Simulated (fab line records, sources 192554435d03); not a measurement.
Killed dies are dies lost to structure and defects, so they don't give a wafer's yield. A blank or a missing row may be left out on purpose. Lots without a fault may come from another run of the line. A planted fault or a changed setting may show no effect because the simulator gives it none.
One fault seen from 2 desks | flow n5_finfet | each desk has only its own numbers; what lay behind them comes last

THE METROLOGY DESK
What the gauges read, lot by lot, whatever tool the lot ran on: means of the sampled wafers that have a number. A lot is out of limits, marked OUT, if its mean lies more than 4 standard deviations from the usual mean; the brackets give that distance. Of its 12 readings 7 are shown: the one that was out of limits first, and those that lie furthest out on some lot.
Columns: A = trench_depth_nm at N5_BEOL_M3_OCD_MEAS_38, usual 55.5 nm; B = DIBL_N at N5_BEOL_M4_RC_MEAS_101, usual 36.0 mV/V; C = ION_N at N5_BEOL_M4_RC_MEAS_101, usual 674 uA/um; D = ION_P at N5_BEOL_M4_RC_MEAS_101, usual 463 uA/um; E = SS_P at N5_BEOL_M4_RC_MEAS_101, usual 73.4 mV/dec; F = VT_N at N5_BEOL_M4_RC_MEAS_101, usual 250.0 mV; G = VT_P at N5_BEOL_M4_RC_MEAS_101, usual -251 mV
lot  | first seen here | A               | B    | C   | D   | E    | F     | G
L847 | day 9 14:14     | 56.4            | 36.3 | 668 | 456 | 73.3 | 251.3 | -252
L854 | day 10 15:23    | 55.5            | 35.4 | 672 | 458 | 73.5 | 251.0 | -251
L857 | day 11 03:25    | 55.4            | 35.0 | 679 | 465 | 73.0 | 250.1 | -250
L858 | day 11 13:02    | 56.1            | 33.6 | 668 | 458 | 73.0 | 249.5 | -251
L859 | day 11 16:16    | 55.4            | 36.1 | 682 | 472 | 73.2 | 247.2 | -246
L860 | day 12 02:27    | 55.8            | 34.7 | 665 | 461 | 73.1 | 249.8 | -251
L863 | day 12 17:28    | 51.2 (-5.4) OUT | 35.0 | 668 | 458 | 73.4 | 251.1 | -254
L869 | day 13 19:46    | 51.3 (-5.2) OUT | 34.5 | 666 | 464 | 72.5 | 254.4 | -250
L868 | day 13 23:31    | 50.7 (-6.0) OUT | 34.2 | 656 | 450 | 73.2 | 255.1 | -256
This desk's finding: out of limits on L863, L868, L869; first on L863, day 13 08:37 (trench_depth_nm at N5_BEOL_M3_OCD_MEAS_38). In limits: L847, L854, L857, L858, L859, L860.

THE TOOL OWNER'S DESK: rie_diel-01
The tool's own readings at N5_BEOL_M3_TRENCH_ETCH_37 (etches SiOC in C4F6/O2, target depth 55.555 nm, time 29.2 s): means of the sampled wafers that have a number, for each lot that ran on this tool. A lot is out of limits, marked OUT, if its mean lies more than 4 standard deviations from the usual mean; the brackets give that distance.
Columns: A = chamber_pressure_mTorr at N5_BEOL_M3_TRENCH_ETCH_37, usual 30.000 mTorr; B = drypump_motor_current_A at N5_BEOL_M3_TRENCH_ETCH_37, usual 5.9 A; C = oes_product_au at N5_BEOL_M3_TRENCH_ETCH_37, usual 0.78 a.u.; D = rf_vpp_V at N5_BEOL_M3_TRENCH_ETCH_37, usual 667 V; E = showerhead_plenum_p_Torr at N5_BEOL_M3_TRENCH_ETCH_37, usual 2.85 Torr; F = throttle_valve_pct at N5_BEOL_M3_TRENCH_ETCH_37, usual 20.99 %
lot  | first seen here | A      | B   | C    | D   | E    | F
L847 | day 9 21:09     | 29.991 | 6.4 | 0.85 | 671 | 2.95 | 20.96
L854 | day 10 18:50    | 30.000 | 6.4 | 0.80 | 670 | 2.87 | 21.04
L858 | day 11 14:24    | 30.037 | 6.1 | 0.85 | 661 | 2.80 | 20.89
L860 | day 12 14:14    | 30.000 | 6.2 | 0.82 | 666 | 2.87 | 20.95
L863 | day 13 08:28    | 29.971 | 6.2 | 0.81 | 665 | 2.89 | 21.00
L869 | day 14 04:32    | 30.002 | 6.6 | 0.72 | 666 | 2.74 | 21.25
L868 | day 14 23:30    | 29.994 | 6.4 | 0.70 | 666 | 2.78 | 21.05
This desk's finding: nothing out of limits on any of the 7 lots.

PUT TOGETHER
The metrology desk could have raised an alarm at day 13 08:37, on L863, L868, L869.
The tool owner's desk saw nothing out of limits.
The tool owner's desk has L863, L868, L869 on record, within its limits.
Of the lots named, all ran N5_BEOL_M3_TRENCH_ETCH_37 on rie_diel-01.

WHAT THE SIMULATOR HAD PUT IN
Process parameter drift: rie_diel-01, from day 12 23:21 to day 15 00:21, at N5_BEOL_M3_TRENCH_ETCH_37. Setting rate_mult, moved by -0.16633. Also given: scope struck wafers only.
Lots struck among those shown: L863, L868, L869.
Hours from the fault's start to each desk's first reading out of limits: the metrology desk, 9.
